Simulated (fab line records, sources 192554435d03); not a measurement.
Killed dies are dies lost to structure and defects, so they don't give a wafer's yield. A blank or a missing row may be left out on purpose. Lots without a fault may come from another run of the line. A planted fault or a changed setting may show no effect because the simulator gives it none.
fab line records | flow n5_finfet
record lots=10 wafers=30 last_day=18
route steps=1938 shown BEOL_M9@1419
lots that met no fault: from a run of the same line without faults
start_h: hours from the record's first day to the start of the lot's first wafer shown | wait_h: hours since the lot's step before | " the same as in the row above | L1.1+2: a row that stands for several wafers | - no value, or no start given | * or withheld: withheld | < > ~ a bound
route shown NAME@n: a module of which the file shows steps, and the number in the route of the first | usual: mean/standard deviation of fault-free wafers | same: alike in all rows | chamber/n: place in a boat | sites: the reading at each site | _std_site: their standard deviation | _edge_site: outer sites' mean less inner sites' | radius_mm: how far each site lies from the wafer's centre | mask NAME#n: copy n | behind: the tool/chamber that last shaped the wafer | hold: why the lot was held/for how many hours/how that ended | device: the transistor (n, p or np) that didn't switch | end of line: the same wafers' tests at the end of the route | a step without rows: its recipe alone | killed: dies lost to structure and defects at the first sort, not the wafer's yield | map: a wafer's dies, x killed, . not, _ none there
set.NAME: the setting as run; set.NAME@STEP: as run at that earlier step | model.NAME: the simulator's own value behind a step, which no gauge read
steps of the route over a sample of lots; a table a step, a row a wafer
services: from which hour (start_h, from the record's first day; less than 0 if before it) a tool's chamber was out of use, for how many hours, and why
## steps
# step N5_BEOL_M9_ETCH_62
# recipe chemistry=N2/H2 target=SOC target_depth_a=1100 overetch_a=220 mask_material=SiARC temp_c=40 time_s=165 ion_energy_ev=200 pressure_mtorr=30 source_w=840 bias_w=150 n2_flow_sccm=200 h2_flow_sccm=200
# usual chamber_pressure_mTorr=29.997/0.027 drypump_motor_current_A=5.7/0.32 oes_product_au=0.66/0.063 rf_vpp_V=523/3.4 showerhead_plenum_p_Torr=2.52/0.11 throttle_valve_pct=17.88/0.29
# columns lot.wafer tool chamber start_h wait_h chamber_pressure_mTorr drypump_motor_current_A oes_product_au rf_hours_counter_h rf_vpp_V showerhead_plenum_p_Torr throttle_valve_pct
L296.1 rie_diel-02 2 224.43 0.0 30.033 5.5 0.65 122 521 2.45 17.66
L296.2 " 3 " " 30.001 5.4 0.63 172 525 2.53 17.96
L296.3 " 1 " " 30.020 6.3 0.66 113 528 2.68 18.18
L297.1 rie_diel-02 3 236.27 0.1 29.907 5.5 0.63 178 524 2.53 17.99
L297.5 " 2 " " 30.025 5.5 0.65 - 520 2.45 17.66
L297.6 " 3 " " 29.996 5.5 0.64 - 524 2.53 17.97
L298.1 rie_diel-06 3 247.41 0.0 30.005 5.3 0.78 20 526 2.70 17.36
L298.3 " 2 " " 29.995 5.9 0.60 184 521 2.43 18.24
L298.4 " 0 " " 30.003 5.8 0.67 125 527 2.67 18.00
L300.3 rie_diel-05 3 250.51 0.0 30.049 5.6 0.75 35 523 2.49 17.78
L300.4 " 2 " " 29.989 6.1 0.59 224 525 2.62 17.56
L300.6 " 3 " " 29.982 5.6 0.75 - 523 2.49 17.76
L301.2 rie_diel-05 3 257.70 0.0 30.009 5.5 0.76 38 522 2.49 17.78
L301.3 " 1 " " 29.996 5.2 0.72 46 522 2.48 17.76
L301.4 " 2 " " 30.011 6.0 0.60 - 525 2.62 17.58
L305.2 rie_diel-05 1 278.16 0.0 30.000 5.2 0.71 52 522 2.48 17.76
L305.5 " 2 " " 30.036 6.0 0.59 - 526 2.61 17.59
L305.6 " 3 " " 29.984 5.6 0.75 - 523 2.49 17.79
L308.1 rie_diel-02 0 303.48 0.0 29.990 5.4 0.77 16 526 2.59 17.47
L308.4 " 1 " " 29.983 6.4 0.64 137 526 2.67 18.23
L308.5 " 3 " " 29.957 5.5 0.62 - 523 2.52 18.02
L312.1 rie_diel-06 3 327.46 0.0 29.994 5.3 0.74 45 528 2.69 17.37
L312.2 " 0 " " 30.003 5.7 0.66 150 527 2.66 18.03
L312.3 " 1 " " 29.972 6.0 0.62 179 518 2.33 18.24
L314.1 rie_diel-05 0 331.40 0.0 30.027 6.2 0.59 202 522 2.52 17.92
L314.2 " 3 " " 30.022 5.6 0.73 61 521 2.48 17.81
L314.3 " 1 " " 29.985 5.2 0.69 68 522 2.47 17.78
L319.1 rie_diel-06 2 358.88 0.0 29.959 5.9 0.58 216 518 2.41 18.29
L319.4 " 3 " " 29.999 5.3 0.73 55 528 2.68 17.41
L319.6 " 1 " " 30.035 5.9 0.61 - 517 2.33 18.27
# step N5_BEOL_M9_CD_MEAS_18
# recipe pitch_nm=140 target_cd_nm=70
# usual cd_nm=70.0/0.56
# columns lot.wafer tool chamber start_h wait_h cd_nm
L296.1 cd_sem-02 - 224.80 0.0 69.8
L296.2 " - " " 70.3
L296.3 " - " " 70.4
L297.1 cd_sem-01 - 236.72 0.0 70.0
L297.5 " - " " 70.0
L297.6 " - " " 70.7
L298.1 cd_sem-02 - 247.78 0.0 69.9
L298.3 " - " " 69.5
L298.4 " - " " 69.9
L300.3 cd_sem-02 - 251.02 0.1 69.4
L300.4 " - " " 69.5
L300.6 " - " " 68.9
L301.2 cd_sem-02 - 258.07 0.1 69.2
L301.3 " - " " 70.0
L301.4 " - " " 69.0
L305.2 cd_sem-03 - 278.53 0.1 69.9
L305.5 " - " " 69.8
L305.6 " - " " 70.0
L308.1 cd_sem-02 - 303.91 0.0 69.8
L308.4 " - " " 69.7
L308.5 " - " " 69.1
L312.1 cd_sem-03 - 327.92 0.0 71.0
L312.2 " - " " 70.6
L312.3 " - " " 70.7
L314.1 cd_sem-01 - 331.76 0.0 69.1
L314.2 " - " " 69.5
L314.3 " - " " 69.4
L319.1 cd_sem-03 - 359.25 0.0 70.0
L319.4 " - " " 71.1
L319.6 " - " " 70.1
# step N5_BEOL_M9_ETCH_65
# recipe chemistry=CF4 target=SiARC target_depth_a=156 mask_material=CAR-EUV time_s=26 ion_energy_ev=80 pressure_mtorr=40 source_w=545 bias_w=36 Ar_flow_sccm=100 cf4_flow_sccm=100 ends=cleared
# usual cf4_flow_sccm=100.0/0.32 chamber_pressure_mTorr=40.00/0.036 drypump_motor_current_A=5.7/0.34 etch_rf_on_time_s=25.8/0.33 oes_product_au=0.67/0.069 rf_vpp_V=184.0/1.3 showerhead_plenum_p_Torr=2.13/0.086 throttle_valve_pct=15.65/0.26
# columns lot.wafer tool chamber start_h wait_h cf4_flow_sccm chamber_pressure_mTorr drypump_motor_current_A etch_rf_on_time_s oes_product_au rf_hours_counter_h rf_vpp_V showerhead_plenum_p_Torr throttle_valve_pct
L296.1 rie_diel-06 3 225.53 0.0 100.3 40.05 5.3 25.7 0.81 13 185.1 2.28 15.22
L296.2 " 1 " " 99.7 40.06 5.9 26.0 0.64 148 182.3 1.99 16.06
L296.3 " 2 " " 100.1 39.98 5.9 26.4 0.61 177 183.3 2.05 15.96
L297.1 rie_diel-06 3 238.43 0.0 99.9 39.94 5.3 25.5 0.80 17 184.9 2.28 15.22
L297.5 " 3 " " 99.7 40.00 5.3 25.4 0.81 - 185.8 2.28 15.22
L297.6 " 2 " " 99.1 40.01 5.8 26.3 0.61 - 183.7 2.05 15.98
L298.1 rie_diel-05 3 249.30 0.0 100.5 40.06 5.6 25.4 0.77 34 183.4 2.10 15.40
L298.3 " 1 " " 99.8 39.98 5.1 25.3 0.74 43 184.9 2.10 15.56
L298.4 " 2 " " 99.5 39.96 6.0 25.7 0.61 224 184.5 2.20 15.53
L300.3 rie_diel-02 3 252.93 0.0 100.2 40.00 5.5 26.6 0.62 185 183.9 2.13 15.80
L300.4 " 0 " " 99.9 39.98 5.4 25.9 0.84 0 183.9 2.19 15.21
L300.6 " 0 " " 100.4 40.03 5.4 25.5 0.86 - 186.4 2.19 15.22
L301.2 rie_diel-05 2 260.12 0.0 99.8 40.02 6.0 26.0 0.59 228 185.3 2.20 15.51
L301.3 " 3 " " 100.0 40.05 5.6 25.6 0.76 39 183.3 2.10 15.41
L301.4 " 3 " " 100.0 39.96 5.6 25.8 0.76 - 182.8 2.10 15.44
L305.2 rie_diel-05 3 279.24 0.0 100.3 40.00 5.6 25.4 0.75 45 183.1 2.10 15.43
L305.5 " 2 " " 99.6 40.02 6.0 25.7 0.60 - 184.5 2.20 15.53
L305.6 " 1 " " 99.6 39.94 5.2 25.4 0.72 - 183.5 2.09 15.58
L308.1 rie_diel-06 1 305.83 0.0 77.9 40.06 5.9 26.4 0.62 172 182.4 1.83 15.15
L308.4 " 0 " " 100.4 40.00 5.7 26.0 0.66 143 184.4 2.23 15.71
L308.5 " 1 " " 77.8 40.00 5.9 26.3 0.62 - 181.0 1.83 15.15
L312.1 rie_diel-05 2 328.83 0.0 100.1 39.99 6.0 26.3 0.58 248 186.1 2.19 15.56
L312.2 " 0 " " 100.4 40.01 6.1 25.8 0.60 202 183.2 2.13 15.72
L312.3 " 1 " " 100.2 40.05 5.2 26.0 0.70 67 182.3 2.09 15.60
L314.1 rie_diel-05 2 334.50 0.0 100.0 39.98 6.0 26.2 0.58 250 186.5 2.19 15.57
L314.2 " 0 " " 100.3 39.98 6.2 25.7 0.60 203 183.7 2.13 15.72
L314.3 " 3 " " 100.2 39.99 5.6 25.9 0.73 62 183.5 2.09 15.47
L319.1 rie_diel-02 0 360.81 0.0 100.2 40.00 5.4 25.9 0.75 34 185.3 2.18 15.28
L319.4 " 0 " " 100.2 39.96 5.4 25.8 0.76 - 184.6 2.18 15.28
L319.6 " 3 " " 100.1 39.99 5.5 26.3 0.60 - 183.3 2.12 15.85
# step N5_BEOL_M9_TRENCH_ETCH_37
# recipe chemistry=C4F6/O2 target_depth_a=1514.3 target=SiCOH_lowk time_s=49 ion_energy_ev=250 pressure_mtorr=30 source_w=345 bias_w=185 Ar_flow_sccm=300 C4F6_flow_sccm=10 O2_flow_sccm=10
# usual O2_flow_sccm=10.00/0.03 chamber_pressure_mTorr=29.996/0.026 drypump_motor_current_A=5.7/0.34 oes_product_au=0.78/0.081 rf_vpp_V=663/5.8 showerhead_plenum_p_Torr=2.83/0.11 throttle_valve_pct=20.97/0.25
# columns lot.wafer tool chamber start_h wait_h O2_flow_sccm chamber_pressure_mTorr drypump_motor_current_A oes_product_au rf_hours_counter_h rf_vpp_V showerhead_plenum_p_Torr throttle_valve_pct
L296.1 rie_diel-06 3 - - 9.99 29.949 5.3 0.96 13 673 3.03 20.53
L296.2 " 1 " " 10.02 29.990 5.9 0.75 148 668 2.63 21.35
L296.3 " 2 " " 10.06 29.974 5.9 0.72 177 656 2.73 21.31
L297.1 rie_diel-06 3 - - 10.05 30.006 5.3 0.95 17 673 3.02 20.52
L297.5 " 3 " " 10.04 30.004 5.3 0.94 - 673 3.02 20.53
L297.6 " 2 " " 10.04 30.017 5.8 0.72 - 655 2.72 21.29
L298.1 rie_diel-05 3 - - 10.00 29.974 5.5 0.90 35 666 2.80 20.85
L298.3 " 1 " " 9.95 29.977 5.2 0.86 43 653 2.78 20.91
L298.4 " 2 " " 9.96 30.023 6.1 0.70 224 664 2.92 20.71
L300.3 rie_diel-02 3 - - 9.94 30.004 5.5 0.73 185 672 2.82 21.00
L300.4 " 0 " " 10.04 29.987 5.4 0.97 0 663 2.91 20.59
L300.6 " 0 " " 10.01 30.001 5.4 0.98 - 663 2.91 20.58
L301.2 rie_diel-05 2 - - 10.00 29.937 6.0 0.70 228 663 2.92 20.70
L301.3 " 3 " " 9.95 29.935 5.6 0.89 39 666 2.80 20.86
L301.4 " 3 " " 9.97 29.980 5.5 0.89 - 666 2.80 20.87
L305.2 rie_diel-05 3 - - 10.00 29.990 5.5 0.88 45 666 2.79 20.86
L305.5 " 2 " " 10.01 30.004 6.0 0.69 - 665 2.91 20.70
L305.6 " 1 " " 10.00 29.977 5.2 0.85 - 653 2.78 20.95
L308.1 rie_diel-06 1 - - 10.00 29.974 6.0 0.74 173 667 2.62 21.39
L308.4 " 0 " " 10.02 30.021 5.8 0.78 143 662 2.96 21.03
L308.5 " 1 " " 10.02 30.011 5.9 0.73 - 670 2.62 21.39
L312.1 rie_diel-05 2 - - 9.98 29.971 6.0 0.69 249 664 2.91 20.73
L312.2 " 0 " " 10.01 30.025 6.2 0.70 202 664 2.84 21.02
L312.3 " 1 " " 9.96 30.015 5.2 0.82 67 653 2.77 20.97
L314.1 rie_diel-05 2 - - 9.96 30.015 6.1 0.68 250 662 2.91 20.72
L314.2 " 0 " " 10.02 29.962 6.2 0.70 203 664 2.84 21.01
L314.3 " 3 " " 10.07 30.042 5.6 0.85 62 666 2.79 20.88
L319.1 rie_diel-02 0 - - 10.00 29.981 5.4 0.89 34 663 2.90 20.64
L319.4 " 0 " " 10.03 29.966 5.4 0.88 - 662 2.90 20.64
L319.6 " 3 " " 10.01 30.007 5.5 0.71 - 672 2.80 21.06
## services
# columns tool chamber start_h hours kind
rie_diel-02 - 211.42 0.1 repair
rie_diel-02 0 219.73 - clean
rie_diel-02 0 219.73 - consumable_replace:focus_ring
rie_diel-02 1 234.79 10.1 repair
rie_diel-05 0 290.58 14.1 repair
rie_diel-06 2 323.89 4.5 repair
rie_diel-05 2 335.81 - clean
rie_diel-05 2 335.81 - consumable_replace:focus_ring
rie_diel-05 2 335.81 25.0 scheduled_down
rie_diel-05 2 335.81 25.0 vent_cycle
rie_diel-02 1 351.37 14.6 repair
rie_diel-05 3 356.99 15.0 repair
## key
first_sign step=N5_BEOL_M9_ETCH_65 reading=cf4_flow_sccm direction=down sigmas=70 usual=100.0 struck=77.8
effect none on later readings
met_at N5_BEOL_M9_ETCH_65
struck_lots L308
struck_wafers L308.1,L308.5
not_acting_at N5_BEOL_M9_ETCH_62,N5_BEOL_M9_CD_MEAS_18,N5_BEOL_M9_TRENCH_ETCH_37
onset_between 225.53 305.83
fault kind=process_parameter_drift tool=rie_diel-06 chamber=1 onset_h=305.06 steps=N5_BEOL_M9_ETCH_65 channel=cf4_flow_sccm offset=-22.5 shape=step end_h=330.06 acts_in=these_recipes_only stated=100
